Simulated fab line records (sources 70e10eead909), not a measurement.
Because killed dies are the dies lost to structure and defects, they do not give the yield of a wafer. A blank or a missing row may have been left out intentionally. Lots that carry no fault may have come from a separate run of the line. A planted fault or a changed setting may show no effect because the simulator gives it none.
Which tool did it? :: flow nand harc :: Sampling: 12 lots, 36 wafers, 6 of 1159 route steps

WHAT EACH GAUGE READ, for each wafer
NHARC_P_GATE_INSPECT_68.
lot: L923
measured: day 5 11:46
on: defect inspect-01
raw defect count: 214 308 189

lot: L924
measured: day 5 23:05
on: defect inspect-01
raw defect count: 202 161 172

lot: L925
measured: day 6 01:59
on: defect inspect-02
raw defect count: 135 129 139

lot: L927
measured: day 6 14:23
on: defect inspect-01
raw defect count: 115 141 99

lot: L928
measured: day 7 03:58
on: defect inspect-02
raw defect count: 93 165 169

lot: L929
measured: day 7 04:18
on: defect inspect-01
raw defect count: 197 326 256

lot: L931
measured: day 7 16:36
on: defect inspect-02
raw defect count: 492 288 289

lot: L939
measured: day 9 17:34
on: defect inspect-02
raw defect count: 1065 1090 1062

lot: L941
measured: day 10 02:59
on: defect inspect-01
raw defect count: 1226 1102 1117

lot: L942
measured: day 10 09:40
on: defect inspect-01
raw defect count: 1147 1233 1128

lot: L944
measured: day 10 20:16
on: defect inspect-01
raw defect count: 157 199 163

lot: L943
measured: day 10 21:01
on: defect inspect-02
raw defect count: 354 102 249

NHARC_P_CONTACT_OVL_MEAS_13.
lot: L923
measured: day 5 13:50
on: overlay-01
overlay x nm (nm): -0.1 0.6 0.6
overlay y nm (nm): 0.5 -0.2 0.5

lot: L924
measured: day 6 00:39
on: overlay-01
overlay x nm (nm): 1.7 1.8 2.4
overlay y nm (nm): -0.2 -0.9 -0.6

lot: L925
measured: day 6 03:42
on: overlay-02
overlay x nm (nm): -0.5 -0.5 -0.6
overlay y nm (nm): 1.0 0.4 0.5

lot: L927
measured: day 6 15:58
on: overlay-01
overlay x nm (nm): 1.4 1.2 1.6
overlay y nm (nm): 0.1 0.7 0.7

lot: L928
measured: day 7 05:40
on: overlay-01
overlay x nm (nm): -1.2 -0.8 -1.1
overlay y nm (nm): 1.8 1.1 1.3

lot: L929
measured: day 7 05:52
on: overlay-01
overlay x nm (nm): -0.4 -0.1 0.1
overlay y nm (nm): 0.2 -0.4 0.1

lot: L931
measured: day 7 18:23
on: overlay-02
overlay x nm (nm): 0.2 0.2 -0.1
overlay y nm (nm): -0.8 -0.6 -0.7

lot: L939
measured: day 9 19:20
on: overlay-01
overlay x nm (nm): 0.1 0.0 0.1
overlay y nm (nm): -0.7 -0.2 -0.7

lot: L941
measured: day 10 04:42
on: overlay-02
overlay x nm (nm): 0.5 0.8 0.7
overlay y nm (nm): -0.4 -0.1 0.5

lot: L942
measured: day 10 11:25
on: overlay-01
overlay x nm (nm): 0.7 0.3 0.9
overlay y nm (nm): 0.9 0.8 1.0

lot: L944
measured: day 10 21:58
on: overlay-01
overlay x nm (nm): -0.1 0.2 0.3
overlay y nm (nm): 1.1 0.2 0.6

lot: L943
measured: day 10 22:50
on: overlay-02
overlay x nm (nm): 0.2 -0.4 -0.3
overlay y nm (nm): -0.7 -0.8 -0.1

NHARC_END_SORT_01.
lot: L931
measured: day 21 17:31
on: prober-02
defect limited yield (%): 95.3 95.1 96.0
killed at array: 30 26 26
killed at other: 0 1 0
killed at periphery: 2 6 1
killed dies: 32 33 27
killed open: 5 8 3
killed short: 2 2 1
sort_bin_2_pct (%): 1.9 0.9 1.5
sort_bin_3_pct (%): 0.15 0.15 0.15
sort_bin_4_pct (%): 2.7 3.8 2.4
sort n pass: 645 644 650
sort rim yield pct (%): 93.4 95.3 92.5
sort yield pct (%): 95.3 95.1 96.0

WHAT TOOL EACH LOT RAN ON (gives the tool, then ch and the chambers of the sampled wafers, and finally the start)
lot: L923
NHARC_P_GATE_STRIP_101: rie diel-10 ch 0,2,3, day 5 03:21
NHARC_P_CONTACT_CMP_01: cmp-04 ch 1,2,3, day 5 13:02
NHARC_P_CONTACT_ETCH_35: rie diel-12 ch 1,2,3, day 5 14:01

lot: L924
NHARC_P_GATE_STRIP_101: rie diel-10 ch 0,1,2, day 5 15:50
NHARC_P_CONTACT_CMP_01: cmp-04 ch 1,2, day 5 23:52
NHARC_P_CONTACT_ETCH_35: rie diel-06 ch 1,3, day 6 00:50

lot: L925
NHARC_P_GATE_STRIP_101: rie diel-11 ch 0,3, day 5 17:50
NHARC_P_CONTACT_CMP_01: cmp-03 ch 0,2,3, day 6 02:49
NHARC_P_CONTACT_ETCH_35: rie diel-06 ch 0,1,3, day 6 03:54

lot: L927
NHARC_P_GATE_STRIP_101: rie diel-11 ch 1,3, day 6 06:59
NHARC_P_CONTACT_CMP_01: cmp-04 ch 2,3, day 6 15:11
NHARC_P_CONTACT_ETCH_35: rie diel-12 ch 0,2, day 6 16:11

lot: L928
NHARC_P_GATE_STRIP_101: rie diel-11 ch 0,1,2, day 6 20:25
NHARC_P_CONTACT_CMP_01: cmp-02 ch 1,3, day 7 04:47
NHARC_P_CONTACT_ETCH_35: rie diel-12 ch 1,2,3, day 7 05:52

lot: L929
NHARC_P_GATE_STRIP_101: rie diel-10 ch 1,2, day 6 20:31
NHARC_P_CONTACT_CMP_01: cmp-04 ch 1,2,3, day 7 05:06
NHARC_P_CONTACT_ETCH_35: rie diel-06 ch 1,3, day 7 06:03

lot: L931
NHARC_P_GATE_STRIP_101: rie diel-10 ch 1,3, day 7 08:54
NHARC_P_CONTACT_CMP_01: cmp-02 ch 1,2, day 7 17:28
NHARC_P_CONTACT_ETCH_35: rie diel-12 ch 0,1,3, day 7 18:35

lot: L939
NHARC_P_GATE_STRIP_101: rie diel-10 ch 1,2,3, day 9 09:30
NHARC_P_CONTACT_CMP_01: cmp-02 ch 0,1,2, day 9 18:33
NHARC_P_CONTACT_ETCH_35: rie diel-02 ch 1,2,3, day 9 19:32

lot: L941
NHARC_P_GATE_STRIP_101: rie diel-10 ch 0,1,2, day 9 18:58
NHARC_P_CONTACT_CMP_01: cmp-02 ch 1,2, day 10 03:56
NHARC_P_CONTACT_ETCH_35: rie diel-12 ch 0,3, day 10 04:53

lot: L942
NHARC_P_GATE_STRIP_101: rie diel-10 ch 0,2,3, day 10 02:04
NHARC_P_CONTACT_CMP_01: cmp-03 ch 2,3, day 10 10:31
NHARC_P_CONTACT_ETCH_35: rie diel-06 ch 2,3, day 10 11:37

lot: L944
NHARC_P_GATE_STRIP_101: rie diel-11 ch 0,1,2, day 10 12:45
NHARC_P_CONTACT_CMP_01: cmp-02 ch 0,3, day 10 21:02
NHARC_P_CONTACT_ETCH_35: rie diel-12 ch 0,1, day 10 22:08

lot: L943
NHARC_P_GATE_STRIP_101: rie diel-11 ch 1,3, day 10 12:51
NHARC_P_CONTACT_CMP_01: cmp-02 ch 1,2,3, day 10 22:02
NHARC_P_CONTACT_ETCH_35: rie diel-06 ch 1,2,3, day 10 23:01
- NHARC_P_GATE_STRIP_101: strips in O2, time 20 s.
- NHARC_P_CONTACT_CMP_01: polishes SiO2, target thk 200 nm.
- NHARC_P_CONTACT_ETCH_35: etches the open film in CF4, target depth 39 nm, time 65 s.

WHAT THE TOOLS THEMSELVES READ (means of the sampled wafers that have a number; where no wafer has one, the mark that the record gives instead)
NHARC_P_GATE_STRIP_101.
lot: L923
tool: rie diel-10
drypump motor current A (A): 5.7
oes product au (a.u.): 1.006
rf vpp V (V): 56.9
showerhead plenum p Torr (Torr): 3.58
throttle valve pct (%): 17.034

lot: L924
tool: rie diel-10
drypump motor current A (A): 5.7
oes product au (a.u.): 1.009
rf vpp V (V): 58.1
showerhead plenum p Torr (Torr): 3.52
throttle valve pct (%): 17.035

lot: L925
tool: rie diel-11
drypump motor current A (A): 6.4
oes product au (a.u.): 0.999
rf vpp V (V): 57.0
showerhead plenum p Torr (Torr): 3.32
throttle valve pct (%): 17.036

lot: L927
tool: rie diel-11
drypump motor current A (A): 5.4
oes product au (a.u.): 0.996
rf vpp V (V): 57.8
showerhead plenum p Torr (Torr): 3.37
throttle valve pct (%): 17.040

lot: L928
tool: rie diel-11
drypump motor current A (A): 6.2
oes product au (a.u.): 0.997
rf vpp V (V): 57.1
showerhead plenum p Torr (Torr): 3.33
throttle valve pct (%): 17.036

lot: L929
tool: rie diel-10
drypump motor current A (A): 5.8
oes product au (a.u.): 1.007
rf vpp V (V): 57.6
showerhead plenum p Torr (Torr): 3.60
throttle valve pct (%): 17.037

lot: L931
tool: rie diel-10
drypump motor current A (A): 5.3
oes product au (a.u.): 1.004
rf vpp V (V): 58.0
showerhead plenum p Torr (Torr): 3.41
throttle valve pct (%): 17.035

lot: L939
tool: rie diel-10
drypump motor current A (A): 5.5
oes product au (a.u.): 1.019
rf vpp V (V): 57.7
showerhead plenum p Torr (Torr): 3.50
throttle valve pct (%): 17.040

lot: L941
tool: rie diel-10
drypump motor current A (A): 5.7
oes product au (a.u.): 1.015
rf vpp V (V): 57.7
showerhead plenum p Torr (Torr): 3.51
throttle valve pct (%): 17.045

lot: L942
tool: rie diel-10
drypump motor current A (A): 5.7
oes product au (a.u.): 1.013
rf vpp V (V): 57.8
showerhead plenum p Torr (Torr): 3.56
throttle valve pct (%): 17.026

lot: L944
tool: rie diel-11
drypump motor current A (A): 6.1
oes product au (a.u.): 0.989
rf vpp V (V): 57.6
showerhead plenum p Torr (Torr): 3.49
throttle valve pct (%): 17.038

lot: L943
tool: rie diel-11
drypump motor current A (A): 5.4
oes product au (a.u.): 0.977
rf vpp V (V): 57.0
showerhead plenum p Torr (Torr): 3.35
throttle valve pct (%): 17.040

NHARC_P_CONTACT_CMP_01.
lot: L923
tool: cmp-04
motor current A (A): 11.5
slurry flow ml min: 150.1

lot: L924
tool: cmp-04
motor current A (A): 10.9
slurry flow ml min: 149.7

lot: L925
tool: cmp-03
motor current A (A): 11.7
slurry flow ml min: 149.8

lot: L927
tool: cmp-04
motor current A (A): 12.3
slurry flow ml min: 150.4

lot: L928
tool: cmp-02
motor current A (A): 10.7
slurry flow ml min: 150.1

lot: L929
tool: cmp-04
motor current A (A): 11.9
slurry flow ml min: 150.0

lot: L931
tool: cmp-02
motor current A (A): 13.5
slurry flow ml min: 149.9

lot: L939
tool: cmp-02
motor current A (A): 12.4
slurry flow ml min: 149.8

lot: L941
tool: cmp-02
motor current A (A): 12.5
slurry flow ml min: 150.0

lot: L942
tool: cmp-03
motor current A (A): 12.3
slurry flow ml min: 150.3

lot: L944
tool: cmp-02
motor current A (A): 10.3
slurry flow ml min: 149.7

lot: L943
tool: cmp-02
motor current A (A): 12.0
slurry flow ml min: 150.1

NHARC_P_CONTACT_ETCH_35.
lot: L923
tool: rie diel-12
drypump motor current A (A): 5.4
oes product au (a.u.): 0.995
rf vpp V (V): 150.8
showerhead plenum p Torr (Torr): 1.73
throttle valve pct (%): 13.298

lot: L924
tool: rie diel-06
drypump motor current A (A): 5.4
oes product au (a.u.): 0.989
rf vpp V (V): 151.8
showerhead plenum p Torr (Torr): 1.79
throttle valve pct (%): 13.287

lot: L925
tool: rie diel-06
drypump motor current A (A): 5.3
oes product au (a.u.): 0.994
rf vpp V (V): 151.8
showerhead plenum p Torr (Torr): 1.77
throttle valve pct (%): 13.285

lot: L927
tool: rie diel-12
drypump motor current A (A): 5.9
oes product au (a.u.): 1.002
rf vpp V (V): 151.9
showerhead plenum p Torr (Torr): 1.82
throttle valve pct (%): 13.290

lot: L928
tool: rie diel-12
drypump motor current A (A): 5.4
oes product au (a.u.): 0.989
rf vpp V (V): 151.0
showerhead plenum p Torr (Torr): 1.73
throttle valve pct (%): 13.285

lot: L929
tool: rie diel-06
drypump motor current A (A): 5.4
oes product au (a.u.): 0.991
rf vpp V (V): 151.3
showerhead plenum p Torr (Torr): 1.79
throttle valve pct (%): 13.277

lot: L931
tool: rie diel-12
drypump motor current A (A): 5.3
oes product au (a.u.): 1.000
rf vpp V (V): 151.4
showerhead plenum p Torr (Torr): 1.76
throttle valve pct (%): 13.288

lot: L939
tool: rie diel-02
drypump motor current A (A): 6.3
oes product au (a.u.): 1.005
rf vpp V (V): 151.6
showerhead plenum p Torr (Torr): 1.79
throttle valve pct (%): 13.284

lot: L941
tool: rie diel-12
drypump motor current A (A): 5.5
oes product au (a.u.): 1.007
rf vpp V (V): 151.9
showerhead plenum p Torr (Torr): 1.80
throttle valve pct (%): 13.284

lot: L942
tool: rie diel-06
drypump motor current A (A): 5.5
oes product au (a.u.): 0.990
rf vpp V (V): 151.5
showerhead plenum p Torr (Torr): 1.81
throttle valve pct (%): 13.289

lot: L944
tool: rie diel-12
drypump motor current A (A): 5.7
oes product au (a.u.): 1.013
rf vpp V (V): 150.8
showerhead plenum p Torr (Torr): 1.83
throttle valve pct (%): 13.288

lot: L943
tool: rie diel-06
drypump motor current A (A): 5.6
oes product au (a.u.): 0.995
rf vpp V (V): 151.7
showerhead plenum p Torr (Torr): 1.81
throttle valve pct (%): 13.291

THE ANSWER, worked out from the rows above alone
Rule: the lots themselves supply what counts as usual. Put in order of their means at a reading, lots are off if they are a third of the lots or fewer, leave a main group of 4 or more, and stand apart from it by a gap of 3 or more times the standard deviation of the main group's means; of several such gaps the widest counts. A main group is skipped when, at the precision printed for the reading in the tables above, its means are all equal. Also off: a lot with no number at a reading for which 4 or more lots have one. All remaining lots with rows at the step are treated as sound. Order of review: gauges by route order, followed by the tools' own readings, for which a lot's mean as printed above is used. The first step at which some lot is off is used, and at that step the reading that is off furthest; a lot without a number counts as furthest.
Off, at NHARC_P_GATE_INSPECT_68 on raw defect count: L939, L941, L942. The main group has a mean of 204 with a standard deviation of 71.
If a tool, at a process step before that reading, ran all the lots that are off and no sound lot after the first of them, it fits. Those tools and the gauges at NHARC_P_GATE_INSPECT_68 are tried in the same way. One candidate fits, namely rie diel-10 at NHARC_P_GATE_STRIP_101. Its last sound lot is L931 (day 7 08:54), its first lot that is off L939 (day 9 09:30): a fault that began between those two fits.

WHAT HAD BEEN PUT IN BY THE SIMULATOR
Chamber particle source: rie diel-10, from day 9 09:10 on, at NHARC_P_GATE_STRIP_101. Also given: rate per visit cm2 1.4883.
Struck lots among those shown: L939, L941, L942. This agrees with what the rule above found.
